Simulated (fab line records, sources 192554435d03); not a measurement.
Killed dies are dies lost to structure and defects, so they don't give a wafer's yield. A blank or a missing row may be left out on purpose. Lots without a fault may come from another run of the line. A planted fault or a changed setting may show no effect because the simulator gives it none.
Chamber matching | flow n5_finfet | N5_BEOL_M2_ETCH_70 on rie_diel-01: 4 sister chambers
The step etches SOC in N2/H2, target depth 80 nm, overetch 24 nm, time 130 s. 4 wafers are shown with their chamber, then 7 later ones without.

WAFERS WITH THEIR CHAMBER
wafer  | chamber | showerhead_plenum_p_Torr (Torr)
L083.2 | 2       | 2.39
L083.3 | 3       | 2.49
L084.2 | 0       | 2.53
L084.4 | 1       | 2.69

WAFERS WITHOUT THEIR CHAMBER
wafer  | showerhead_plenum_p_Torr (Torr)
L084.5 | 2.53
L085.1 | 2.49
L085.2 | 2.69
L085.3 | 2.39
L089.2 | 2.52
L089.4 | 2.52
L089.6 | 2.68

WHICH CHAMBER EACH WENT THROUGH
wafer  | from the rows above | in truth
L084.5 | 0                   | 0
L085.1 | 3                   | 3
L085.2 | 1                   | 1
L085.3 | 2                   | 2
L089.2 | 0                   | 0
L089.4 | 0                   | 0
L089.6 | 1                   | 1
Placed correctly: 7 of 7. Can't be placed from these rows: 0. Placed wrongly: 0.
How it was worked out, from the rows above alone: a wafer's distance from a chamber is the root of the sum, over the readings, of the square of ((its reading less the chamber's mean) divided by the reading's scatter). The wafer belongs to the nearest chamber; if the next one is less than 2 further off, it can't be placed. A chamber's mean is the mean of its shown wafers. The scatter: with one shown wafer a chamber, the root of the mean of the squares of how far each hidden wafer lies from its nearest shown one.
